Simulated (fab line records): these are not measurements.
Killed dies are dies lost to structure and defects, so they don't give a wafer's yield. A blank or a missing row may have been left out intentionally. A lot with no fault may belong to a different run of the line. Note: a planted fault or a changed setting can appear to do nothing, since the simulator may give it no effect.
Matching of chambers    flow n5_finfet    pecvd-03 running N5_BEOL_M10_ILD_DEP_00: 3 sister chambers
The step deposits SiCOH lowk from DEMS/porogen, target thk 308.51 nm, time 58 s. 6 wafers are shown with their chamber, then 7 later ones without.

== WAFERS WITH THEIR CHAMBER ==
wafer   chamber  heater_power_w (W)  throttle_valve_pct (%)
L077.6  1        205                 14.2
L078.6  0        242                 13.4
L081.3  0        280                 13.4
L081.5  2        357                 13.2
L079.1  2        363                 13.0
L079.3  1        190                 14.0

== WAFERS WITHOUT THEIR CHAMBER ==
wafer   heater_power_w (W)  throttle_valve_pct (%)
L079.6  299                 13.0
L084.2  358                 13.4
L084.3  269                 13.5
L084.5  275                 13.3
L088.1  220                 14.1
L088.3  368                 13.2
L088.5  365                 13.6

== WHICH CHAMBER EACH ONE RAN IN ==
wafer   from the rows above      in truth
L079.6  can't be placed: 2 or 0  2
L084.2  2                        2
L084.3  0                        0
L084.5  0                        0
L088.1  1                        1
L088.3  2                        2
L088.5  2                        2
6 of 7 placed correctly. These rows do not allow placing 1 (true chamber among the candidates in 1). Placed wrongly: 0.
How it was worked out, from the rows above alone: a wafer's distance from a chamber is the root of the sum, over the readings, of the square of ((its reading less the chamber's mean) divided by the reading's scatter). If the next closest chamber is less than 2 further off than the closest, the wafer can't be placed; otherwise it belongs to the closest. A chamber's mean is the mean of its shown wafers. How the scatter is found: for the shown wafers, subtract from each reading the mean of its chamber, square and add these, divide the total by (wafers less chambers), then take the root.
